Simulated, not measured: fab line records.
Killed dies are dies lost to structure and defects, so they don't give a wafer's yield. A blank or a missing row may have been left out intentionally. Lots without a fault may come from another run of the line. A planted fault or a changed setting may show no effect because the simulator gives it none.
fab line records + flow nandHarc
record:
- lots: 6
- wafers: 18
- lastDay: 24
route steps=1159 shown A_SLIT@802 A_SIN_REMOVE@804 A_WL_FILL@809 END@1159
lots with no fault: from the same line, run without faults
startH: the number of hours between the record's first day and the start of the first shown wafer of the lot + waitH: hours elapsed since this lot's preceding step + " same as the row above + L1.1+2: a row that stands for several wafers + - no value, or no start was given + * or withheld: withheld + < > ~ a bound
route shown NAME@n: NAME is a module with steps in the file, n the number in the route of the first one + usual: mean and standard deviation over wafers with no fault + same: alike in all rows + chamber/n: place in a boat + sites: each site's reading + _std_site: the standard deviation of these + _edge_site: inner sites' mean taken away from outer sites' mean + radiusMm: how far each site lies from the wafer's centre + mask NAME#n: copy n + behind: the last tool/chamber to shape the wafer + hold: reason for holding the lot/hours on hold/outcome of the hold + device: the transistor (n, p or np) that didn't switch + end of line: tests run on the same wafers once the route is complete + step lacking rows: just its recipe + killed: count of dies lost to structure and defects at first sort (not the wafer's yield) + map: a wafer's dies, x killed, . not, _ none there
set.NAME: setting as actually run; set.NAME@STEP: the setting as run at that earlier step + model.NAME: the simulator's own value behind a step, which no gauge read
a table for each step, a row for each wafer; lots at some steps of the route
services: a tool's chamber out of use, with start hour (startH, from the record's first day; less than 0 if before it), hours out, and reason
== steps ==
step: NHARC_A_SLIT_SRD_20
step: NHARC_A_SLIT_CD_MEAS_21
usual:
- cdNm: 289.6/0.72
| lot.wafer | tool     | chamber | startH | waitH | cdNm  |
|-----------|----------|---------|--------|-------|-------|
| L680.1    | cdSem-03 | -       | 341.01 | -     | 290.1 |
| L680.2    | "        | -       | "      | "     | 289.1 |
| L680.6    | "        | -       | "      | "     | 290.1 |
| L685.2    | cdSem-01 | -       | 389.09 | -     | 290.6 |
| L685.3    | "        | -       | "      | "     | 289.7 |
| L685.6    | "        | -       | "      | "     | 289.4 |
| L687.1    | cdSem-03 | -       | 396.97 | -     | 290.2 |
| L687.3    | "        | -       | "      | "     | 290.1 |
| L687.4    | "        | -       | "      | "     | 290.2 |
| L692.1    | cdSem-03 | -       | 431.62 | -     | 289.0 |
| L692.2    | "        | -       | "      | "     | 289.3 |
| L692.6    | "        | -       | "      | "     | 288.3 |
| L695.1    | cdSem-01 | -       | 454.51 | -     | 288.9 |
| L695.5    | "        | -       | "      | "     | 288.8 |
| L695.6    | "        | -       | "      | "     | 288.7 |
| L698.1    | cdSem-01 | -       | 461.19 | -     | 288.5 |
| L698.2    | "        | -       | "      | "     | 288.9 |
| L698.4    | "        | -       | "      | "     | 289.9 |
step: NHARC_A_SIN_REMOVE_WET_00
recipe:
- tempC: 160
- timeS: 15300
- chemistry: H3PO4
step: NHARC_A_SIN_REMOVE_PRECLEAN_01
recipe:
- timeS: *
- tempC: 50
- bathAgeMin: 0
- chemistry: SC1
step: NHARC_A_SIN_REMOVE_SRD_02
step: NHARC_A_SIN_REMOVE_INSPECT_04
usual:
- rawDefectCount: 299/99
| lot.wafer | tool             | chamber | startH | waitH | rawDefectCount |
|-----------|------------------|---------|--------|-------|----------------|
| L680.1    | defectInspect-01 | -       | 348.03 | 0.0   | 306            |
| L680.2    | "                | -       | "      | "     | 334            |
| L680.6    | "                | -       | "      | "     | 280            |
| L685.2    | defectInspect-02 | -       | 395.16 | 0.0   | 281            |
| L685.3    | "                | -       | "      | "     | 339            |
| L685.6    | "                | -       | "      | "     | 266            |
| L687.1    | defectInspect-01 | -       | 404.46 | 0.0   | 247            |
| L687.3    | "                | -       | "      | "     | 277            |
| L687.4    | "                | -       | "      | "     | 262            |
| L692.1    | defectInspect-02 | -       | 437.45 | 0.0   | 244            |
| L692.2    | "                | -       | "      | "     | 239            |
| L692.6    | "                | -       | "      | "     | 246            |
| L695.1    | defectInspect-02 | -       | 460.54 | 0.0   | 222            |
| L695.5    | "                | -       | "      | "     | 248            |
| L695.6    | "                | -       | "      | "     | 301            |
| L698.1    | defectInspect-01 | -       | 468.93 | 0.0   | 210            |
| L698.2    | "                | -       | "      | "     | 273            |
| L698.4    | "                | -       | "      | "     | 210            |
step: NHARC_A_WL_FILL_ALD_00
recipe:
- targetThkA: 30
- pulseTimeS: 3
- aldCycles: 30
- tempC: 300
- material: Al2O3
usual:
- heaterPowerW: 489/69
- precursorPulseHeightRel: 1.001/0.02
| lot.wafer | tool     | chamber | startH | waitH | heaterPowerW | precursorPulseHeightRel | sinceWetCleanH |
|-----------|----------|---------|--------|-------|--------------|-------------------------|----------------|
| L680.1    | aldHk-03 | 1       | 348.10 | 0.1   | 551          | 0.986                   | 15             |
| L680.2    | "        | 2       | "      | "     | 413          | 0.999                   | 15             |
| L680.6    | "        | 1       | "      | "     | 559          | 0.991                   | -              |
| L685.3    | aldHk-02 | 3       | 395.22 | 0.1   | 483          | 1.002                   | 100            |
| L685.2    | "        | 2       | "      | "     | 460          | 0.993                   | 100            |
| L685.6    | "        | 3       | "      | "     | 472          | 1.034                   | -              |
| L687.3    | aldHk-01 | 3       | 404.55 | 0.1   | 592          | 1.029                   | 161            |
| L687.1    | "        | 0       | "      | "     | 380          | 0.982                   | 161            |
| L687.4    | "        | 1       | "      | "     | 530          | 1.044                   | 161            |
| L692.1    | aldHk-01 | 1       | 437.56 | 0.1   | 509          | 0.992                   | 16             |
| L692.2    | "        | 3       | "      | "     | 587          | 1.019                   | 16             |
| L692.6    | "        | 2       | "      | "     | 445          | 1.019                   | -              |
| L695.1    | aldHk-02 | 1       | 460.60 | 0.1   | 404          | 0.979                   | 166            |
| L695.5    | "        | 1       | "      | "     | 401          | 1.006                   | -              |
| L695.6    | "        | 2       | "      | "     | 476          | 1.013                   | -              |
| L698.2    | aldHk-01 | 1       | 469.00 | 0.1   | 518          | 0.996                   | 48             |
| L698.1    | "        | 3       | "      | "     | 571          | 0.968                   | 48             |
| L698.4    | "        | 0       | "      | "     | 374          | 1.027                   | 48             |
step: NHARC_A_WL_FILL_RTA_01
recipe:
- tempC: 1000
- timeS: 5
usual:
- lampPowerPct: 34.8/1.2
- lamp_zone_1_pct: 34.8/1.2
- wafer_temp_C_max: 1005.7/1.9
| lot.wafer | tool         | chamber | startH | waitH | lampPowerPct | lamp_zone_1_pct | wafer_temp_C_max |
|-----------|--------------|---------|--------|-------|--------------|-----------------|------------------|
| L680.1    | rtpAnneal-02 | 0       | 348.36 | -     | 35.7         | 35.8            | 1006.1           |
| L680.2    | "            | 0       | "      | "     | 35.8         | 35.8            | 1007.4           |
| L680.6    | "            | 0       | "      | "     | 35.8         | 35.8            | 1005.2           |
| L685.2    | rtpAnneal-01 | 0       | 395.52 | -     | 33.4         | 33.4            | 1004.6           |
| L685.3    | "            | 0       | "      | "     | 33.3         | 33.4            | 1003.5           |
| L685.6    | "            | 0       | "      | "     | 33.3         | 33.4            | 1004.0           |
| L687.1    | rtpAnneal-01 | 0       | 404.81 | -     | 33.3         | 33.3            | 1005.8           |
| L687.3    | "            | 0       | "      | "     | 33.3         | 33.3            | 1002.6           |
| L687.4    | "            | 0       | "      | "     | 33.3         | 33.3            | 1005.2           |
| L692.1    | rtpAnneal-01 | 0       | 437.90 | -     | 33.4         | 33.4            | 1003.7           |
| L692.2    | "            | 0       | "      | "     | 33.3         | 33.3            | 1003.6           |
| L692.6    | "            | 0       | "      | "     | 33.3         | 33.4            | 1003.3           |
| L695.1    | rtpAnneal-02 | 0       | 460.99 | -     | 35.8         | 35.8            | 1006.0           |
| L695.5    | "            | 0       | "      | "     | 35.9         | 35.8            | 1006.7           |
| L695.6    | "            | 0       | "      | "     | 35.7         | 35.8            | 1008.7           |
| L698.1    | rtpAnneal-02 | 0       | 469.26 | -     | 35.8         | 35.8            | 1010.0           |
| L698.2    | "            | 0       | "      | "     | 35.8         | 35.9            | 1007.8           |
| L698.4    | "            | 0       | "      | "     | 35.9         | 35.8            | 1007.0           |
step: NHARC_A_WL_FILL_ALD_02
recipe:
- targetThkA: 20
- pulseTimeS: 3
- aldCycles: 100
- tempC: 450
- material: TiN
usual:
- heaterPowerW: 1078/88
- precursorPulseHeightRel: 1.001/0.019
| lot.wafer | tool        | chamber | startH | waitH | heaterPowerW | precursorPulseHeightRel | sinceWetCleanH |
|-----------|-------------|---------|--------|-------|--------------|-------------------------|----------------|
| L680.2    | aldMetal-02 | 3       | 348.61 | 0.2   | 914          | 1.005                   | 153            |
| L680.1    | "           | 1       | "      | "     | 1171         | 0.975                   | 153            |
| L680.6    | "           | 3       | "      | "     | 921          | 1.034                   | -              |
| L685.2    | aldMetal-01 | 0       | 395.71 | 0.2   | 941          | 1.023                   | 106            |
| L685.3    | "           | 2       | "      | "     | 1080         | 1.030                   | 106            |
| L685.6    | "           | 0       | "      | "     | 937          | 0.989                   | -              |
| L687.1    | aldMetal-03 | 2       | 405.02 | 0.2   | 1118         | 0.975                   | 73             |
| L687.4    | "           | 3       | "      | "     | 1121         | 0.992                   | 73             |
| L687.3    | "           | 1       | "      | "     | 1093         | 0.950                   | 73             |
| L692.2    | aldMetal-03 | 1       | 438.20 | 0.3   | 1093         | 0.999                   | 106            |
| L692.1    | "           | 3       | "      | "     | 1119         | 1.028                   | 106            |
| L692.6    | "           | 1       | "      | "     | 1098         | 1.003                   | -              |
| L695.1    | aldMetal-03 | 3       | 461.34 | 0.3   | 1090         | 0.988                   | 129            |
| L695.5    | "           | 2       | "      | "     | 1090         | 0.980                   | -              |
| L695.6    | "           | 3       | "      | "     | 1112         | 0.971                   | -              |
| L698.1    | aldMetal-01 | 0       | 469.48 | 0.2   | 820          | 0.985                   | 2              |
| L698.4    | "           | 1       | "      | "     | 1145         | 0.975                   | 2              |
| L698.2    | "           | 3       | "      | "     | 1003         | 0.939                   | 2              |
step: NHARC_A_WL_FILL_CVD_03
recipe:
- targetThkA: 400
- tempC: 300
- pressureTorr: 40
- wf6FlowSccm: 40
- h2FlowSccm: 1600
- arFlowSccm: 1560
- timeS: 3302
- material: W
usual:
- heaterPowerW: 482/48
- throttleValvePct: 7.8/0.37
| lot.wafer | tool    | chamber | startH | waitH | heaterPowerW | sinceWetCleanH | throttleValvePct |
|-----------|---------|---------|--------|-------|--------------|----------------|------------------|
| L680.1    | cvdW-01 | 1       | 349.01 | 0.1   | 464          | 43             | 7.5              |
| L680.2    | "       | 0       | "      | "     | 472          | 43             | 8.2              |
| L680.6    | "       | 0       | 351.36 | 2.4   | 464          | -              | 8.1              |
| L685.2    | cvdW-01 | 0       | 396.27 | 0.2   | 473          | 90             | 8.3              |
| L685.3    | "       | 0       | "      | "     | 458          | -              | 8.1              |
| L685.6    | "       | 1       | 398.63 | 2.5   | 454          | -              | 7.1              |
| L687.1    | cvdW-02 | 0       | 406.63 | 1.2   | 575          | 13             | 7.8              |
| L687.4    | "       | 0       | "      | "     | 564          | -              | 7.7              |
| L687.3    | "       | 1       | "      | "     | 438          | -              | 7.7              |
| L692.2    | cvdW-02 | 0       | 441.19 | 2.6   | 566          | 47             | 8.1              |
| L692.1    | "       | 1       | "      | "     | 445          | 48             | 7.6              |
| L692.6    | "       | 1       | 443.55 | 5.0   | 422          | -              | 7.5              |
| L695.1    | cvdW-02 | 1       | 470.62 | 8.9   | 455          | 77             | 7.4              |
| L695.6    | "       | 1       | 472.52 | 10.8  | 442          | -              | 7.5              |
| L695.5    | "       | 0       | "      | "     | 558          | -              | 7.9              |
| L698.2    | cvdW-01 | 0       | 471.00 | 1.1   | 466          | 165            | 8.1              |
| L698.1    | "       | 1       | "      | "     | 459          | 165            | 7.5              |
| L698.4    | "       | 1       | "      | "     | 453          | -              | 7.3              |
step: NHARC_A_WL_FILL_ETCHBACK_04
recipe:
- targetDepthA: 600
- timeS: 120
- chemistry: NF3
usual:
- drypumpMotorCurrentA: 5.62/0.23
- oesProductAu: 1.000/0.0077
| lot.wafer | tool        | chamber | startH | waitH | drypumpMotorCurrentA | oesProductAu | rfHoursCounterH |
|-----------|-------------|---------|--------|-------|----------------------|--------------|-----------------|
| L680.2    | rieMetal-03 | 0       | 352.31 | 2.4   | 5.70                 | 1.004        | 2.2             |
| L680.1    | "           | 1       | "      | "     | 5.90                 | 1.007        | 2.2             |
| L680.6    | "           | 1       | "      | "     | 5.91                 | 1.002        | -               |
| L685.2    | rieMetal-03 | 1       | 399.62 | 2.9   | 5.90                 | 0.786        | 3.6             |
| L685.3    | "           | 1       | "      | "     | 5.92                 | 0.789        | -               |
| L685.6    | "           | 1       | "      | "     | 5.90                 | 0.999        | -               |
| L687.1    | rieMetal-03 | 0       | 410.02 | 2.9   | 5.74                 | 0.989        | 3.7             |
| L687.4    | "           | 1       | "      | "     | 5.92                 | 0.795        | -               |
| L687.3    | "           | 0       | "      | "     | 5.71                 | 0.790        | -               |
| L692.2    | rieMetal-02 | 0       | 444.50 | 2.8   | 5.51                 | 1.003        | 0.9             |
| L692.1    | "           | 1       | "      | "     | 5.41                 | 1.012        | 0.9             |
| L692.6    | "           | 0       | "      | "     | 5.49                 | 1.003        | -               |
| L695.1    | rieMetal-01 | 0       | 473.95 | 2.9   | 5.28                 | 1.009        | 4.9             |
| L695.5    | "           | 0       | "      | "     | 5.30                 | 1.014        | -               |
| L695.6    | "           | 1       | "      | "     | 5.88                 | 1.004        | -               |
| L698.1    | rieMetal-03 | 0       | 474.34 | 2.4   | 5.71                 | 0.995        | 0.2             |
| L698.2    | "           | 1       | "      | "     | 5.92                 | 0.988        | 0.2             |
| L698.4    | "           | 0       | "      | "     | 5.70                 | 0.995        | -               |
step: NHARC_A_WL_FILL_ETCHBACK_05
recipe:
- targetDepthA: 220
- timeS: 60
- tempC: 40
- chemistry: Cl2/BCl3
usual:
- drypumpMotorCurrentA: 5.62/0.24
- oesProductAu: 1.000/0.0083
| lot.wafer | tool        | chamber | startH | waitH | drypumpMotorCurrentA | oesProductAu | rfHoursCounterH |
|-----------|-------------|---------|--------|-------|----------------------|--------------|-----------------|
| L680.1    | rieMetal-03 | 1       | 352.55 | 0.2   | 5.92                 | 0.999        | 2.3             |
| L680.2    | "           | 0       | "      | "     | 5.71                 | 0.995        | 2.3             |
| L680.6    | "           | 0       | "      | "     | 5.71                 | 1.002        | -               |
| L685.2    | rieMetal-03 | 1       | 399.83 | 0.2   | 5.90                 | 0.987        | 3.7             |
| L685.3    | "           | 0       | "      | "     | 5.68                 | 1.006        | -               |
| L685.6    | "           | 1       | "      | "     | 5.91                 | 0.990        | -               |
| L687.1    | rieMetal-03 | 0       | 410.24 | 0.2   | 5.72                 | 0.997        | 3.8             |
| L687.4    | "           | 1       | "      | "     | 5.92                 | 0.989        | -               |
| L687.3    | "           | 0       | "      | "     | 5.70                 | 0.999        | -               |
| L692.2    | rieMetal-02 | 0       | 444.74 | 0.2   | 5.55                 | 0.989        | 1.1             |
| L692.1    | "           | 1       | "      | "     | 5.43                 | 1.008        | 1.1             |
| L692.6    | "           | 0       | "      | "     | 5.54                 | 0.980        | -               |
| L695.1    | rieMetal-01 | 0       | 474.20 | 0.2   | 5.29                 | 1.010        | 5.0             |
| L695.5    | "           | 0       | "      | "     | 5.27                 | 1.001        | -               |
| L695.6    | "           | 1       | "      | "     | 5.88                 | 0.996        | -               |
| L698.2    | rieMetal-03 | 1       | 474.58 | 0.2   | 5.90                 | 0.987        | 0.4             |
| L698.1    | "           | 0       | "      | "     | 5.70                 | 0.996        | 0.4             |
| L698.4    | "           | 1       | "      | "     | 5.93                 | 0.983        | -               |
step: NHARC_END_SORT_01
recipe:
- tempC: 25
usual:
- killedAtArray: 26/11
- killedAtOther: 0.6/1
- killedAtPeriphery: 3.1/2.1
- killedDies: 30/11
- killedOpen: 3.4/1.8
- killedShort: 2.1/1.5
same:
- grossDies: 677
| lot.wafer | tool      | chamber | startH | waitH | killedAtArray | killedAtOther | killedAtPeriphery | killedDies | killedOpen | killedShort |
|-----------|-----------|---------|--------|-------|---------------|---------------|-------------------|------------|------------|-------------|
| L685.2    | prober-02 | 0       | 503.18 | 2.8   | 195           | 1             | 0                 | 196        | 1          | 3           |
| L685.3    | prober-02 | 0       | 503.97 | 3.1   | 188           | 1             | 4                 | 193        | 4          | 6           |
| L687.1    | prober-02 | 0       | 510.75 | 2.5   | 15            | 1             | 6                 | 22         | 4          | 2           |
| L687.3    | prober-02 | 0       | 512.35 | 3.1   | 202           | 0             | 5                 | 207        | 4          | 0           |
| L687.4    | prober-02 | 0       | 513.15 | 3.4   | 195           | 0             | 3                 | 198        | 2          | 4           |
| L692.1    | prober-02 | 0       | 539.07 | 2.5   | 26            | 1             | 2                 | 29         | 7          | 3           |
| L692.2    | prober-02 | 0       | 539.89 | 2.8   | 14            | 2             | 2                 | 18         | 4          | 1           |
| L692.6    | prober-02 | 0       | 543.13 | 4.1   | 17            | 0             | 2                 | 19         | 8          | 2           |
| L695.1    | prober-01 | 0       | 561.80 | 2.5   | 18            | 0             | 3                 | 21         | 2          | 3           |
| L695.5    | prober-01 | 0       | 565.00 | 3.7   | 14            | 1             | 0                 | 15         | 6          | 0           |
| L695.6    | prober-01 | 0       | 565.80 | 4.0   | 18            | 0             | 1                 | 19         | 1          | 3           |
killed by level:class
L685.2 A_WL_FILL:areaEtchback=180 A_CHANNEL_HOLE_D1:chamberFilmFlake=11 A_CHANNEL_FILL_D1:geometricParticle:open=1 A_CHANNEL_FILL_D1:geometricParticle:short=1 A_CONTACT:geometricParticle:short=1 A_M0:geometricParticle:short=1 HYBRID_BOND:latent=1
L685.3 A_WL_FILL:areaEtchback=163 A_CHANNEL_HOLE_D1:chamberFilmFlake=15 A_CONTACT:geometricParticle:open=2 A_CONTACT:chamberFilmFlake=2 P_M1:geometricParticle:open=1 P_M2:geometricParticle:short=1 A_SOURCE_PLATE:geometricParticle:short=1 A_CHANNEL_FILL_D1:geometricParticle:short=1
L687.1 A_CHANNEL_HOLE_D1:chamberFilmFlake=5 A_CONTACT:chamberFilmFlake=4 P_M0:geometricParticle:open=2 P_STI:chamberFilmFlake=2 P_STI:geometricParticle:short=1 A_CHANNEL_FILL_D1:geometricParticle:short=1 A_WL_FILL:geometricParticle:open=1 A_CONTACT:geometricParticle:open=1
L687.3 A_WL_FILL:areaEtchback=189 P_STI:chamberFilmFlake=4 A_CONTACT:chamberFilmFlake=4 A_CHANNEL_HOLE_D1:chamberFilmFlake=3 A_CHANNEL_FILL_D1:geometricParticle:open=2 A_SLIT:geometricParticle:open=1 A_M0:geometricParticle:open=1 P_GATE:chamberFilmFlake=1
L687.4 A_WL_FILL:areaEtchback=183 A_CHANNEL_FILL_D1:geometricParticle:short=2 P_STI:chamberFilmFlake=2 A_CHANNEL_HOLE_D1:chamberFilmFlake=2 A_CONTACT:chamberFilmFlake=2 A_ONON_D1:geometricParticle:short=1 A_CHANNEL_HOLE_D1:geometricParticle:open=1 A_CONTACT:geometricParticle:short=1
L692.1 A_CHANNEL_HOLE_D1:chamberFilmFlake=9 A_STAIRCASE:chamberFilmFlake=6 A_WL_FILL:geometricParticle:short=2 A_CONTACT:geometricParticle:open=2 A_M0:geometricParticle:open=2 A_CONTACT:chamberFilmFlake=2 P_M0:geometricParticle:open=1 A_CHANNEL_HOLE_D1:geometricParticle:open=1
L692.2 A_CHANNEL_HOLE_D1:chamberFilmFlake=4 A_STAIRCASE:chamberFilmFlake=4 A_CONTACT:geometricParticle:open=2 A_CONTACT:chamberFilmFlake=2 THIN_TSV:chamberFilmFlake=2 P_M0:geometricParticle:open=1 A_CHANNEL_FILL_D1:geometricParticle:short=1 A_M0:geometricParticle:open=1
L692.6 A_CHANNEL_HOLE_D1:chamberFilmFlake=4 A_CONTACT:geometricParticle:open=3 A_CONTACT:chamberFilmFlake=3 A_M0:geometricParticle:open=2 P_STI:geometricParticle:open=1 A_SOURCE_PLATE:geometricParticle:open=1 A_ONON_D1:geometricParticle:short=1 A_SGD_CUT:geometricParticle:short=1
L695.1 A_CHANNEL_HOLE_D1:chamberFilmFlake=9 A_STAIRCASE:chamberFilmFlake=2 P_CONTACT:geometricParticle:short=1 A_ONON_D1:geometricParticle:open=1 A_CHANNEL_FILL_D1:geometricParticle:short=1 A_WL_FILL:geometricParticle:short=1 A_CONTACT:geometricParticle:open=1 P_ZERO_WELL:chamberFilmFlake=1
L695.5 A_CHANNEL_HOLE_D1:chamberFilmFlake=5 A_STAIRCASE:chamberFilmFlake=3 A_CONTACT:geometricParticle:open=2 A_ONON_D1:geometricParticle:open=1 A_CHANNEL_HOLE_D1:geometricParticle:open=1 A_CHANNEL_FILL_D1:geometricParticle:open=1 A_M1:geometricParticle:open=1 THIN_TSV:chamberFilmFlake=1
L695.6 A_CHANNEL_HOLE_D1:chamberFilmFlake=8 A_STAIRCASE:chamberFilmFlake=5 A_CHANNEL_FILL_D1:geometricParticle:short=2 A_WL_FILL:geometricParticle:open=1 A_WL_FILL:geometricParticle:short=1 P_GATE:chamberFilmFlake=1 A_CONTACT:chamberFilmFlake=1
map L685.2 (x killed, . not)
____________.____________
_________.x....x_________
_______x.x..x....._______
______.....x.......______
_____x.............x_____
____........xx.....x.____
____......x..x..x....____
___.........x.......xx___
___....x..............___
__...xxx.....x........x__
__x.x........x.xx.xx...__
_.x.x.x...x..........xx._
_x......xx.......x...x.x_
_.x.x.........xxx.xx...x_
_...x....x....x..xx....._
_..............x.xx.xx.x_
....x...x...x..xx....xxx.
...xx...........x..x....x
...x.....x.x..x...x.x....
..x.xx............xx...x.
..x.xx.........x...x.x.x.
_.......x........x...x.x_
_..x..........x........._
_........x..x.....x..x.._
_xxx..x...xx.......x.xx._
_x.x.x....x....x..x..xx._
__........xx...x.xx.xx.__
__.......x..x...xxx.x..__
___x...xx....xx.xxxxx.___
___x....x.xx.x..x..xx.___
____.xx....xxx.xxxxx.____
____.x...xx..x.xxx.x.____
_____x.xxxx....xxxxx_____
______.x.xxx.xx..x.______
_______x.xxx.....x_______
_________...xxxx_________
____________x____________
map L687.3 (x killed, . not)
____________x____________
_________..xx.x._________
_______x.........._______
______.....xxx.....______
_____.x.....xxxx..x._____
____...xxx.......x.x.____
____..xx.....x..xxx..____
___xx.xx.x....xx.x...x___
___.x.xxxxx....x..xxxx___
__....x.xxxxx.x.x..x...__
__....x...xx..x...x...x__
_.....x........x..x....._
_....xxxxx...x.....x.x.._
_...x.x...xx.x....x.x.x._
_..x.xxxxx..x...xx......_
_x.xx......xxxxx........_
..x....x....x.......xx.x.
xx.x..x.x..xx.x....x.x.xx
....x...x.x..x.x......xx.
.xx.xx.......x...x..xx...
.xx..xx.......x.........x
_x..x...x.xx.......x...._
_..x.xxx.x.x.x....x.x.x._
_x..x..xxxx...x.......x._
_..xx.xxx.x..xxx....x..._
_...x..............x...._
__....xx.x.x.x.xxx..x..__
__....x.x.....x........__
___...........x.x..xx.___
___x.x..xx..x.......x.___
____.x......xxxx....x____
____....x..x.........____
_____......xx......._____
______......x.x.x..______
_______..........._______
_________......._________
____________x____________
== services ==
| tool        | chamber | startH | hours | kind      |
|-------------|---------|--------|-------|-----------|
| rieMetal-01 | -       | 332.00 | 9.0   | pm        |
| aldHk-02    | -       | 335.07 | 2.5   | repair    |
| aldMetal-03 | 2       | 335.84 | 25.2  | repair    |
| rieMetal-03 | -       | 344.99 | 1.6   | repair    |
| aldMetal-02 | 1       | 354.27 | 4.6   | repair    |
| aldMetal-02 | 0       | 354.89 | 6.0   | repair    |
| rieMetal-03 | 0       | 363.74 | 4.6   | repair    |
| aldMetal-02 | -       | 364.00 | 10.0  | pm        |
| aldMetal-01 | 3       | 365.64 | 11.4  | repair    |
| cvdW-02     | -       | 381.32 | 13.0  | pm        |
| rieMetal-02 | -       | 388.00 | 9.0   | pm        |
| aldMetal-02 | 0       | 397.28 | 4.0   | repair    |
| aldHk-03    | -       | 404.76 | 2.3   | repair    |
| aldHk-01    | -       | 411.53 | 10.0  | pm        |
| aldHk-01    | -       | 421.73 | 0.8   | repair    |
| rieMetal-01 | 1       | 422.97 | 19.5  | repair    |
| aldMetal-01 | -       | 436.98 | 1.3   | repair    |
| rieMetal-03 | -       | 437.05 | 0.6   | repair    |
| rieMetal-03 | -       | 453.00 | 9.0   | pm        |
| rieMetal-03 | 0       | 453.00 | 9.0   | ventCycle |
| rieMetal-03 | 1       | 453.00 | 9.0   | ventCycle |
| rieMetal-02 | 0       | 456.99 | 16.7  | repair    |
| aldMetal-01 | -       | 458.00 | 10.0  | pm        |
| aldHk-02    | -       | 462.94 | 10.0  | pm        |
== key ==
firstSign:
- step: NHARC_A_WL_FILL_ETCHBACK_04
- reading: oesProductAu
- direction: down
- sigmas: 27
- usual: 1.000
- struck: 0.790
effect:
- step: NHARC_END_SORT_01
- reading: killedDies
- direction: up
- sigmas: 15
- usual: 30
- struck: 198
moreKillsBornAt:
- NHARC_A_WL_FILL_ETCHBACK_04@rieMetal-03: 715
metAt NHARC_A_WL_FILL_ETCHBACK_04
struckWafers L685.2,L685.3,L687.3,L687.4
testerLeftOut L685,L687
onsetBetween 352.31 399.62
fault:
- kind: processParameterDrift
- tool: rieMetal-03
- chamber: -
- onsetH: 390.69
- steps: NHARC_A_WL_FILL_ETCHBACK_04
- channel: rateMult
- offset: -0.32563
- shape: step
- endH: 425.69
- scope: struckWafersOnly
testerLeftOut: of these lots the tester's yield and bins aren't shown, on N5 and GAA mostly nor the transistor test; their killed dies are dies lost to structure and defects alone, not to doping, threshold or leakage, so they don't give the yield
